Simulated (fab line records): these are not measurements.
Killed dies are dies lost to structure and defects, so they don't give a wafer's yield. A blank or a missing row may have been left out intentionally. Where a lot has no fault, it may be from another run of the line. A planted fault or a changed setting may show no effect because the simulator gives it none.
fab line records | flow nandHarc
record lots=11 wafers=33 lastDay=33
route steps=1302 shown P_STI@92 P_GATE@138 END@1302
lots that met no fault: from a run of the same line without faults
startH: hours from the record's first day to the start of the lot's first wafer shown | waitH: hours from the lot's prior step to this one | " the same as in the row above | L1.1+2: a row that stands for several wafers | - no value, or no start given | * or withheld: withheld | < > ~ a bound
route shown NAME@n: NAME is a module with steps in the file, n the number in the route of the first one | usual: mean/standard deviation taken from wafers without a fault | same: alike in all rows | chamber/n: place in a boat | sites: each site's reading | _std_site: the standard deviation of these | _edge_site: the outer-site mean with the inner-site mean subtracted | radiusMm: for every site, how far away it sits from the centre of the wafer | mask NAME#n: copy n | behind: the tool/chamber that last shaped the wafer | hold: why the lot went on hold/how many hours it stayed there/how the hold came to an end | device: names the non-switching transistor (n, p or np) | end of line: tests run on the same wafers once the route is complete | a step given without rows: its recipe and nothing more | killed: at the first sort, the dies lost to defects and structure; wafer yield is something else | map: shows each die of a wafer: x if killed, . if not, _ if none is there
set.NAME: the setting the step ran with; set.NAME@STEP: the setting that earlier step ran with | model.NAME: the simulator's own value behind a step, which no gauge read
a sample of lots followed through the steps of the route, with each step as a table and each wafer as a row
services: the hour from which a tool's chamber was out of use, counted from the record's first day as startH (under 0 if before that day), plus the number of hours and why
## steps
# step NHARC_P_STI_OCD_MEAS_17
# usual trenchDepthNm=301.2/2.8 trenchFootCdNm=157.7/1.7
# columns lot.wafer tool chamber startH waitH trenchDepthNm trenchFootCdNm
L479.1 ocd-02 - 50.42 0.1 300.3 156.7
L479.5 " - " " 300.7 156.0
L479.6 " - " " 298.5 157.3
L480.2 ocd-01 - 56.85 0.1 295.0 158.5
L480.3 " - " " 297.6 158.5
L480.6 " - " " 294.5 158.8
L484.1 ocd-02 - 95.29 0.1 298.2 159.0
L484.3 " - " " 303.6 157.5
L484.6 " - " " 300.4 157.2
L492.2 ocd-01 - 174.62 0.1 305.1 158.9
L492.4 " - " " 299.2 156.9
L492.5 " - " " 300.2 155.9
L494.3 ocd-02 - 194.04 0.1 305.0 158.2
L494.4 " - " " 300.6 157.8
L494.5 " - " " 303.8 161.0
L495.1 ocd-01 - 203.59 0.1 297.4 159.3
L495.5 " - " " 295.2 158.3
L495.6 " - " " 297.1 158.6
L496.1 ocd-01 - 213.49 0.1 298.0 159.8
L496.3 " - " " 300.6 157.6
L496.4 " - " " 302.3 157.2
L498.2 ocd-02 - 233.85 0.1 300.8 158.3
L498.3 " - " " 304.1 156.5
L498.4 " - " " 302.9 155.6
L500.1 ocd-02 - 255.30 0.1 299.3 155.4
L500.3 " - " " 301.4 157.4
L500.4 " - " " 294.1 157.6
L501.4 ocd-01 - 263.82 0.1 296.5 156.0
L501.5 " - " " 301.2 158.1
L501.6 " - " " 300.4 155.7
L502.1 ocd-01 - 274.29 0.1 298.3 160.4
L502.4 " - " " 301.4 156.2
L502.6 " - " " 299.4 158.0
# step NHARC_P_STI_CMP_21
# recipe tOverpolishS=20 targetThkNm=380.67
# usual motorCurrentA=12.7/0.88 overpolishRunS=20.000/0.0096
# columns lot.wafer tool chamber startH waitH motorCurrentA overpolishRunS
L479.1 cmp-03 0 72.12 0.4 12.7 20.001
L479.5 " 1 " " 11.6 20.012
L479.6 " 2 " " 13.0 20.002
L480.2 cmp-02 2 79.16 0.4 13.4 19.998
L480.3 " 1 " " 11.6 19.987
L480.6 " 2 " " 12.7 20.012
L484.3 cmp-01 1 113.57 0.4 14.3 20.005
L484.1 " 2 " " 13.5 20.006
L484.6 " 1 " " 13.4 19.996
L492.2 cmp-01 2 209.05 0.4 14.0 20.011
L492.4 " 3 " " 11.9 20.014
L492.5 " 2 " " 14.3 20.015
L494.3 cmp-02 3 209.05 0.4 10.6 20.010
L494.4 " 0 " " 13.1 19.998
L494.5 " 3 " " 11.3 20.018
L495.1 cmp-03 3 221.77 0.4 12.4 19.994
L495.6 " 0 " " 12.8 19.992
L495.5 " 1 " " 11.1 19.992
L496.1 cmp-01 1 230.52 0.4 13.2 20.000
L496.3 " 3 " " 12.4 20.000
L496.4 " 0 " " 12.5 19.998
L498.4 cmp-03 3 253.83 0.4 12.3 19.991
L498.2 " 0 " " 12.7 20.003
L498.3 " 1 " " 11.7 20.011
L500.3 cmp-03 3 273.37 0.4 12.5 19.996
L500.4 " 1 " " 12.1 20.011
L500.1 " 2 " " 13.6 20.008
L501.4 cmp-01 3 281.64 0.4 11.9 20.003
L501.6 " 2 " " 14.2 20.009
L501.5 " 3 " " 11.2 20.012
L502.4 cmp-02 1 292.80 0.4 12.0 20.000
L502.1 " 0 " " 13.3 19.998
L502.6 " 1 " " 12.3 20.015
# step NHARC_P_GATE_EXPOSE_23
# recipe na=1.35 targetCdNm=120 doseMj=93.91 maskId=P_GATE
# usual reticleTempC=22.99/0.1
# columns lot.wafer tool chamber startH waitH mask reticleTempC
L479.1 arfiScanner-02 0 104.07 - P_GATE#0 23.00
L479.5 " 0 " " P_GATE#0 22.89
L479.6 " 0 " " P_GATE#0 22.94
L480.2 arfiScanner-01 0 110.89 - P_GATE#0 22.93
L480.3 " 0 " " P_GATE#0 22.98
L480.6 " 0 " " P_GATE#0 23.05
L484.1 arfiScanner-01 0 149.48 - P_GATE_R1#0 22.89
L484.3 " 0 " " P_GATE_R1#0 22.93
L484.6 " 0 " " P_GATE_R1#0 22.89
L492.2 arfiScanner-01 0 239.11 - P_GATE#0 22.84
L492.4 " 0 " " P_GATE#0 23.06
L492.5 " 0 " " P_GATE#0 22.79
L494.3 arfiScanner-02 0 239.27 - P_GATE#0 22.93
L494.4 " 0 " " P_GATE#0 22.89
L494.5 " 0 " " P_GATE#0 22.88
L495.1 arfiScanner-01 0 256.38 - P_GATE#0 23.04
L495.5 " 0 " " P_GATE#0 23.06
L495.6 " 0 " " P_GATE#0 23.12
L496.1 arfiScanner-02 0 262.98 - P_GATE#0 23.24
L496.3 " 0 " " P_GATE#0 23.06
L496.4 " 0 " " P_GATE#0 22.92
L498.2 arfiScanner-02 0 283.95 - P_GATE#0 22.91
L498.3 " 0 " " P_GATE#0 23.25
L498.4 " 0 " " P_GATE#0 22.84
L500.1 arfiScanner-02 0 305.39 - P_GATE#0 23.17
L500.3 " 0 " " P_GATE#0 23.15
L500.4 " 0 " " P_GATE#0 22.99
L501.4 arfiScanner-01 0 316.04 - P_GATE#0 23.00
L501.5 " 0 " " P_GATE#0 22.90
L501.6 " 0 " " P_GATE#0 22.97
L502.1 arfiScanner-03 0 327.39 - P_GATE#0 23.16
L502.4 " 0 " " P_GATE#0 23.00
L502.6 " 0 " " P_GATE#0 23.17
# step NHARC_P_GATE_CD_MEAS_26
# recipe targetCdNm=120 landingEnergyEv=500
# usual cdNm=119.9/0.52
# columns lot.wafer tool chamber startH waitH cdNm
L479.1 cdSem-03 0 104.21 - 118.8
L479.5 " 0 " " 119.1
L479.6 " 0 " " 119.3
L480.2 cdSem-01 0 111.03 - 119.4
L480.3 " 0 " " 119.6
L480.6 " 0 " " 119.2
L484.1 cdSem-01 0 149.62 - 89.6
L484.3 " 0 " " 89.5
L484.6 " 0 " " 89.3
L492.2 cdSem-02 0 239.25 - 121.2
L492.4 " 0 " " 120.6
L492.5 " 0 " " 120.7
L494.3 cdSem-01 0 239.40 - 119.9
L494.4 " 0 " " 120.4
L494.5 " 0 " " 119.9
L495.1 cdSem-03 0 256.52 - 120.3
L495.5 " 0 " " 119.6
L495.6 " 0 " " 120.1
L496.1 cdSem-02 0 263.12 - 120.5
L496.3 " 0 " " 120.6
L496.4 " 0 " " 120.0
L498.2 cdSem-03 0 284.09 - 120.7
L498.3 " 0 " " 120.5
L498.4 " 0 " " 120.3
L500.1 cdSem-02 0 305.53 - 120.6
L500.3 " 0 " " 120.5
L500.4 " 0 " " 120.0
L501.4 cdSem-01 0 316.18 - 120.0
L501.5 " 0 " " 120.0
L501.6 " 0 " " 120.4
L502.1 cdSem-02 0 327.53 - 120.5
L502.4 " 0 " " 120.3
L502.6 " 0 " " 120.3
# step NHARC_P_GATE_ETCH_104
# recipe targetDepthA=600 timeS=withheld cf4FlowSccm=100 chf3FlowSccm=30 arFlowSccm=0 rfW=500 biasW=200 chemistry=CF4/CHF3
# usual biasW=200.0/0.5 cf4FlowSccm=99.99/0.28 drypumpMotorCurrentA=5.6/0.42 oesProductAu=0.953/0.022 rfVppV=371.9/2.5 showerheadPlenumPTorr=1.61/0.071 throttleValvePct=16.803/0.0083
# columns lot.wafer tool chamber startH waitH biasW cf4FlowSccm drypumpMotorCurrentA oesProductAu rfVppV showerheadPlenumPTorr throttleValvePct
L479.1 rieDiel-01 2 104.48 0.1 200.4 100.04 5.3 0.912 374.3 1.68 16.795
L479.6 " 2 " " 200.1 99.84 5.2 0.913 375.5 1.68 16.808
L479.5 " 3 " " 199.3 100.05 5.5 0.925 374.7 1.67 16.807
L480.2 rieDiel-12 2 111.30 0.1 199.3 100.40 5.7 0.959 370.9 1.58 16.789
L480.3 " 3 " " 199.4 99.91 5.6 0.968 368.4 1.49 16.786
L480.6 " 2 " " 199.7 100.60 5.8 0.969 370.6 1.58 16.803
L484.1 rieDiel-12 3 149.90 0.1 198.9 99.96 5.6 0.931 367.8 1.49 16.784
L484.3 " 0 " " 200.3 99.96 5.8 0.922 366.4 1.48 16.797
L484.6 " 1 " " 200.5 99.98 5.5 0.932 374.6 1.69 16.804
L492.4 rieDiel-12 0 239.52 0.1 200.4 100.18 5.8 0.931 367.4 1.48 16.793
L492.2 " 1 " " 200.5 100.55 5.5 0.920 375.6 1.69 16.794
L492.5 " 0 " " 200.2 99.78 5.8 0.926 367.2 1.48 16.811
L494.3 rieDiel-01 1 239.67 0.1 200.1 99.59 5.9 0.919 373.2 1.67 16.813
L494.4 " 2 " " 200.3 99.80 5.3 0.915 373.1 1.67 16.806
L494.5 " 1 " " 199.5 99.92 5.9 0.923 373.6 1.67 16.799
L495.1 rieDiel-01 3 256.80 0.1 200.8 99.81 5.5 0.956 374.2 1.66 16.810
L495.5 " 0 " " 199.3 100.05 4.8 0.985 372.0 1.64 16.803
L495.6 " 1 " " 199.7 100.60 5.9 0.967 373.2 1.67 16.796
L496.3 rieDiel-05 3 263.39 0.1 200.8 99.82 6.0 0.932 372.4 1.62 16.783
L496.4 " 1 " " 200.6 100.41 6.5 0.927 374.0 1.68 16.806
L496.1 " 2 " " 200.6 100.14 5.6 0.927 370.5 1.55 16.807
L498.3 rieDiel-05 1 284.36 0.1 200.5 100.31 6.5 0.982 372.3 1.68 16.796
L498.2 " 2 " " 200.3 100.12 5.6 0.961 368.6 1.55 16.802
L498.4 " 0 " " 200.2 100.31 6.1 0.967 368.8 1.52 16.786
L500.3 rieDiel-01 0 305.80 0.1 199.9 99.95 4.8 0.983 372.2 1.64 16.801
L500.1 " 2 " " 199.5 99.50 5.3 0.958 374.9 1.67 16.788
L500.4 " 3 " " 199.8 99.62 5.5 0.955 373.5 1.66 16.797
L501.4 rieDiel-05 0 316.44 0.1 200.6 100.10 6.1 0.935 368.5 1.52 16.813
L501.6 " 3 " " 200.7 99.84 6.0 0.944 372.9 1.61 16.800
L501.5 " 0 " " 200.5 100.38 6.1 0.939 368.6 1.52 16.801
L502.1 rieDiel-12 3 327.80 0.1 200.7 100.17 5.6 0.910 368.1 1.49 16.803
L502.4 " 1 " " 199.9 100.13 5.5 0.911 373.7 1.69 16.798
L502.6 " 3 " " 200.0 100.31 5.6 0.914 366.8 1.49 16.802
# step NHARC_P_GATE_CD_MEAS_33
# usual cdNm=120.3/1.7
# columns lot.wafer tool chamber startH waitH cdNm
L479.1 cdSem-03 - 105.19 - 121.1
L479.5 " - " " 120.1
L479.6 " - " " 121.3
L480.2 cdSem-01 - 112.02 - 119.1
L480.3 " - " " 118.8
L480.6 " - " " 119.9
L484.1 cdSem-01 - 150.60 - 89.3
L484.3 " - " " 89.4
L484.6 " - " " 91.4
L492.2 cdSem-02 - 240.28 - 118.9
L492.4 " - " " 120.1
L492.5 " - " " 120.0
L494.3 cdSem-01 - 240.40 - 122.7
L494.4 " - " " 122.5
L494.5 " - " " 125.4
L495.1 cdSem-03 - 257.50 - 119.0
L495.5 " - " " 117.2
L495.6 " - " " 118.7
L496.1 cdSem-03 - 264.11 - 118.8
L496.3 " - " " 121.8
L496.4 " - " " 118.6
L498.2 cdSem-03 - 285.07 - 121.5
L498.3 " - " " 121.2
L498.4 " - " " 122.2
L500.1 cdSem-03 - 306.52 - 119.9
L500.3 " - " " 120.4
L500.4 " - " " 119.8
L501.4 cdSem-01 - 317.17 - 117.5
L501.5 " - " " 119.1
L501.6 " - " " 122.5
L502.1 cdSem-02 - 328.50 - 121.3
L502.4 " - " " 119.5
L502.6 " - " " 120.4
# step NHARC_END_SORT_01
# recipe tempC=25
# usual killedAtArray=54/16 killedAtOther=0.6/0.86 killedAtPeriphery=3.8/2.6 killedDies=58/16 killedOpen=3.3/1.8 killedShort=2.7/1.7
# same grossDies=677
# columns lot.wafer tool chamber startH waitH killedAtArray killedAtOther killedAtPeriphery killedDies killedOpen killedShort
L479.1 prober-01 0 571.27 2.6 67 0 5 72 2 3
L479.5 prober-01 0 574.49 3.7 63 0 4 67 3 3
L479.6 prober-01 0 575.29 4.0 62 0 4 66 6 0
L484.1 prober-01 0 602.42 2.5 74 0 597 671 7 5
L484.3 prober-01 0 604.01 3.1 82 0 588 670 6 6
L484.6 prober-01 0 606.41 4.0 72 0 590 662 1 4
L495.1 prober-01 0 708.57 2.5 78 0 8 86 3 0
L495.5 prober-01 0 711.78 3.7 77 0 3 80 1 2
L495.6 prober-01 0 712.59 4.0 64 0 5 69 2 0
L500.1 prober-01 0 780.98 2.5 52 1 2 55 4 2
L500.3 prober-01 0 782.58 3.1 47 1 4 52 2 1
L500.4 prober-01 0 783.39 3.4 58 2 4 64 2 2
# killed by level:class
L479.1 A_CHANNEL_HOLE_D1:chamberFilmFlake=28 A_SLIT:chamberFilmFlake=18 A_CHANNEL_HOLE_D2:chamberFilmFlake=5 A_CONTACT:chamberFilmFlake=5 A_STAIRCASE:chamberFilmFlake=4 P_CONTACT:chamberFilmFlake=2 A_WL_FILL:chamberFilmFlake=2 P_M1:geometricParticle:short=1
L479.5 A_CHANNEL_HOLE_D1:chamberFilmFlake=24 A_SLIT:chamberFilmFlake=21 A_CHANNEL_HOLE_D2:chamberFilmFlake=7 A_ZERO_WELL:chamberFilmFlake=2 A_STAIRCASE:chamberFilmFlake=2 A_CONTACT:chamberFilmFlake=2 P_CONTACT:geometricParticle:open=1 P_M2:geometricParticle:open=1
L479.6 A_CHANNEL_HOLE_D1:chamberFilmFlake=31 A_SLIT:chamberFilmFlake=17 A_CHANNEL_HOLE_D2:chamberFilmFlake=5 A_CHANNEL_FILL_D2:geometricParticle:open=2 A_WL_FILL:chamberFilmFlake=2 P_M0:geometricParticle:open=1 A_CHANNEL_HOLE_D1:geometricParticle:open=1 A_M0:geometricParticle:open=1
L484.1 P_GATE:areaExpose=591 A_CHANNEL_HOLE_D1:chamberFilmFlake=35 A_SLIT:chamberFilmFlake=10 A_CHANNEL_HOLE_D2:chamberFilmFlake=7 P_M0:chamberFilmFlake=6 A_STAIRCASE:chamberFilmFlake=4 A_ONON_D1:geometricParticle:short=2 A_ONON_D1:geometricParticle:open=2
L484.3 P_GATE:areaExpose=586 A_CHANNEL_HOLE_D1:chamberFilmFlake=30 A_SLIT:chamberFilmFlake=15 A_CONTACT:chamberFilmFlake=11 A_CHANNEL_HOLE_D2:chamberFilmFlake=8 A_ONON_D2:geometricParticle:short=2 A_WL_FILL:geometricParticle:open=2 A_M0:geometricParticle:open=2
L484.6 P_GATE:areaExpose=588 A_CHANNEL_HOLE_D1:chamberFilmFlake=33 A_SLIT:chamberFilmFlake=19 A_CHANNEL_HOLE_D2:chamberFilmFlake=7 A_STAIRCASE:chamberFilmFlake=5 P_M0:chamberFilmFlake=2 A_CONTACT:chamberFilmFlake=2 A_ONON_D1:geometricParticle:short=1
L495.1 A_CHANNEL_HOLE_D1:chamberFilmFlake=33 A_SLIT:chamberFilmFlake=16 A_CHANNEL_HOLE_D2:chamberFilmFlake=7 P_STI:chamberFilmFlake=6 A_CONTACT:chamberFilmFlake=6 A_STAIRCASE:chamberFilmFlake=4 A_WL_FILL:chamberFilmFlake=4 A_DECK1_JOINT:chamberFilmFlake=2
L495.5 A_CHANNEL_HOLE_D1:chamberFilmFlake=37 A_SLIT:chamberFilmFlake=15 A_CHANNEL_HOLE_D2:chamberFilmFlake=10 A_STAIRCASE:chamberFilmFlake=4 A_CONTACT:chamberFilmFlake=4 P_STI:chamberFilmFlake=2 A_WL_FILL:chamberFilmFlake=2 P_STI:geometricParticle:open=1
L495.6 A_CHANNEL_HOLE_D1:chamberFilmFlake=31 A_CHANNEL_HOLE_D2:chamberFilmFlake=11 A_SLIT:chamberFilmFlake=8 A_STAIRCASE:chamberFilmFlake=5 P_ZERO_WELL:chamberFilmFlake=3 A_CONTACT:chamberFilmFlake=3 A_CHANNEL_FILL_D1:chamberFilmFlake=2 A_DECK1_JOINT:chamberFilmFlake=2
L500.1 A_SLIT:chamberFilmFlake=17 A_CHANNEL_HOLE_D2:chamberFilmFlake=12 A_CHANNEL_HOLE_D1:chamberFilmFlake=10 A_CONTACT:chamberFilmFlake=6 A_CHANNEL_FILL_D1:chamberFilmFlake=2 P_GATE:geometricParticle:open=1 A_ONON_D1:geometricParticle:open=1 A_DECK1_JOINT:geometricParticle:open=1
L500.3 A_CHANNEL_HOLE_D2:chamberFilmFlake=15 A_SLIT:chamberFilmFlake=13 A_CONTACT:chamberFilmFlake=11 A_CHANNEL_HOLE_D1:chamberFilmFlake=4 P_ZERO_WELL:chamberFilmFlake=2 A_CHANNEL_FILL_D1:chamberFilmFlake=2 P_M0:geometricParticle:open=1 A_ONON_D1:geometricParticle:short=1
L500.4 A_CHANNEL_HOLE_D2:chamberFilmFlake=17 A_SLIT:chamberFilmFlake=16 A_CONTACT:chamberFilmFlake=10 A_CHANNEL_HOLE_D1:chamberFilmFlake=9 P_CONTACT:chamberFilmFlake=3 A_STAIRCASE:chamberFilmFlake=2 THIN_TSV:chamberFilmFlake=2 A_ONON_D1:geometricParticle:open=1
## services
# columns tool chamber startH hours kind
cmp-03 - 64.00 4.0 pm
arfiScanner-01 - 80.00 4.0 pm
rieDiel-12 1 90.37 12.6 repair
rieDiel-12 - 91.40 9.0 pm
cmp-03 - 100.95 0.7 repair
cmp-01 - 104.30 4.0 pm
rieDiel-01 - 124.55 0.7 repair
arfiScanner-01 - 132.39 1.8 repair
cmp-03 - 138.26 6.3 repair
arfiScanner-02 - 140.00 4.0 pm
rieDiel-01 3 158.58 3.0 repair
rieDiel-12 3 161.48 14.6 repair
cmp-03 - 162.00 4.0 pm
arfiScanner-01 - 180.31 5.1 repair
arfiScanner-01 - 197.79 6.7 repair
cmp-01 - 202.30 4.0 pm
rieDiel-01 - 203.80 9.0 pm
arfiScanner-01 - 209.72 1.5 repair
cmp-01 - 222.78 1.9 repair
rieDiel-01 - 222.88 0.7 repair
arfiScanner-01 - 229.11 1.4 repair
arfiScanner-01 - 252.00 4.0 pm
arfiScanner-01 - 267.82 7.1 repair
arfiScanner-02 - 312.00 4.0 pm
## key
firstSign step=NHARC_P_GATE_EXPOSE_23 reading=mask direction=changed
effect step=NHARC_P_GATE_CD_MEAS_26 reading=cdNm direction=down sigmas=59 usual=119.9 struck=89.5
effect step=NHARC_P_GATE_CD_MEAS_33 reading=cdNm direction=down sigmas=17 usual=120.3 struck=90.0
effect step=NHARC_END_SORT_01 reading=killedAtPeriphery direction=up sigmas=99+ usual=3.8 struck=591.7
moreKillsBornAt NHARC_P_GATE_EXPOSE_23@arfiScanner-01=1765
metAt NHARC_P_GATE_EXPOSE_23
struckLots L484
laterRowsLeftOut L484.1,L484.3,L484.6
testerLeftOut L484
notActingAt NHARC_P_STI_OCD_MEAS_17,NHARC_P_STI_CMP_21,NHARC_P_GATE_ETCH_104
onsetBetween 110.89 149.48
fault kind=wrongMask tool=any chamber=- onsetH=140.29 steps=NHARC_P_GATE_EXPOSE_23 auxCopy=P_GATE_R1#0 cdOffsetNm=-29.955 scope=struckLotsOnly
# testerLeftOut: of these lots the tester's yield and bins aren't shown, on N5 and GAA mostly nor the transistor test; their killed dies are dies lost to structure and defects alone, not to doping, threshold or leakage, so they don't give the yield
# laterRowsLeftOut: the simulator's readings of these wafers behind a module that went badly wrong aren't trusted and aren't shown, but for the sort
